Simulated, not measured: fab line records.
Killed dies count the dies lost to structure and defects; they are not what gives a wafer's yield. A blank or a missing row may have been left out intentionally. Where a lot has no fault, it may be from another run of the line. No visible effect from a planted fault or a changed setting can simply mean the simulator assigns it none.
Matching of chambers | flow n5 finfet | 3 sister chambers for N5_BEOL_M9_STRIP_19 on rie diel-06
The step strips in O2. 3 wafers are shown with their chamber, then 6 later ones without.

## WAFERS PAIRED WITH THEIR CHAMBERS
wafer  | chamber | showerhead plenum p Torr (Torr)
L088.4 | 0       | 2.09
L092.1 | 3       | 2.09
L092.2 | 2       | 2.15

## WAFERS WITHOUT THEIR CHAMBER
wafer  | showerhead plenum p Torr (Torr)
L094.2 | 2.14
L094.4 | 2.09
L094.5 | 2.08
L097.3 | 2.09
L097.4 | 2.08
L097.5 | 2.14

## CHAMBER TAKEN BY EACH
wafer  | from the rows above     | in truth
L094.2 | 2                       | 2
L094.4 | can't be placed: 0 or 3 | 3
L094.5 | can't be placed: 0 or 3 | 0
L097.3 | can't be placed: 0 or 3 | 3
L097.4 | can't be placed: 0 or 3 | 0
L097.5 | 2                       | 2
Placed correctly: 2 of 6. From these rows, 4 cannot be placed; in 4 the true chamber is one of the candidates. Wrongly placed: 0.
How it was worked out, from the rows above alone: a wafer's distance from a chamber is the root of the sum, over the readings, of the square of ((its reading less the chamber's mean) divided by the reading's scatter). The wafer belongs to the nearest chamber; if the next one is less than 2 further off, it can't be placed. Each chamber's mean is taken over the wafers shown for it. The scatter: with one shown wafer a chamber, the root of the mean of the squares of how far each hidden wafer lies from its nearest shown one.
